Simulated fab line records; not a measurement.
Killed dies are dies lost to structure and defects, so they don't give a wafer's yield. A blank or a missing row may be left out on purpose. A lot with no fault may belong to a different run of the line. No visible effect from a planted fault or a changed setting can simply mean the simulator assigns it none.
8D (eight disciplines) problem report, filled in by code / flow nand harc / the parts of the form that need people (team, actions taken, sign-off) are left out

== 1. WHAT IS WRONG ==
A mean of 776 nm is read at NHARC_A_ONON_D2_THK_MEAS_18 for thk nm, taken on 1 wafer of 1 lot, against 1001 nm (standard deviation 12) on wafers free of any fault. That is -19 standard deviations from the usual mean.
The step: measures by ellipsometry.
First seen on wafer L874.2, day 16 23:50, on film metro-01. At this step, 38 wafers from 13 lots have a number in the record. The rule behind "out" and "out of limits": a value lying over 4 standard deviations away from the usual mean. The other wafers with a number count as sound.

== 2. WHAT THIS IS AND IS NOT ==
question=which readings at this step | is=thk nm | is not=-
question=which lots | is=L874 | is not=L864, L865, L866, L868, L880, L881, L882, L883, L884, L885, L886, L887
question=which wafers of those lots | is=L874.2 | is not=L874.5
question=read on which gauges | is=film metro-01 | is not=film metro-02
question=when | is=from day 16 23:50 | is not=up to then (13 sound wafers); but 24 sound wafers of L880, L881, L882, L883, L884, L885, L886, L887 came after

== 3. THE SUSPECTS, EACH WITH WHAT RULES IT OUT ==
Counting: a tool at a process step up to the reading stays a suspect if it ran every lot that is out. Sound lots after the first of them don't rule it out here, since some wafers of a struck lot are sound.
- the gauge at NHARC_A_ONON_D2_THK_MEAS_18: ruled out. All the wafers that are out were read on film metro-01, but those of them that NHARC_END_SORT_01 has rows for are out there too, on other tools.
- pecvd onon-01 at NHARC_A_ONON_D2_DEP_16 (target thk 1000 nm): kept. It processed L874, the lot that is out, at day 16 23:23, and its most recent sound lot before then was L865 at day 13 01:11.
After counting, what remains is pecvd onon-01 at NHARC_A_ONON_D2_DEP_16.

== 4. THE CAUSE (what the simulator had put in) ==
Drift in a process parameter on pecvd onon-01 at NHARC_A_ONON_D2_DEP_16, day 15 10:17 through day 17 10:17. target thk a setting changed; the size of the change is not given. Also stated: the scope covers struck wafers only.
The count eliminated every tool but this one.

== 5. THE CHAIN OF EFFECTS, in route order ==
One row per reading whose mean, taken over the struck wafers that have a number, lies over 3 standard deviations from the usual. Readings are gone through only where the record gives a usual standard deviation; hours: the median, over the lots, of the time from a lot's start at the first step in this table giving one to that lot's start at this step; sigmas: the change measured in usual standard deviations.
hours=0; step=NHARC_A_ONON_D2_THK_MEAS_18; reading=thk nm; usual=1001 nm; on struck wafers=776; change=-225; sigmas=-19
hours=265; step=NHARC_END_SORT_01; reading=killed at array; usual=56; on struck wafers=670; change=+614; sigmas=+32
hours=265; step=NHARC_END_SORT_01; reading=killed dies; usual=61; on struck wafers=677; change=+616; sigmas=+32

== 6. HOW IT WOULD HAVE BEEN CAUGHT EARLIER ==
The first out-of-limits reading at a measuring or inspecting step in this record came at day 16 23:50, 38 hours after the fault's start at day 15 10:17.
No tool reading at NHARC_A_ONON_D2_DEP_16 that has a usual standard deviation in the record was out on any struck wafer, so an alarm limit of 4 standard deviations on those readings would not have fired.
By day 16 23:50 the whole set of lots that are out, 1 in number, had already begun NHARC_A_ONON_D2_DEP_16 on pecvd onon-01. A hold on the tool at that time would have spared none of them.
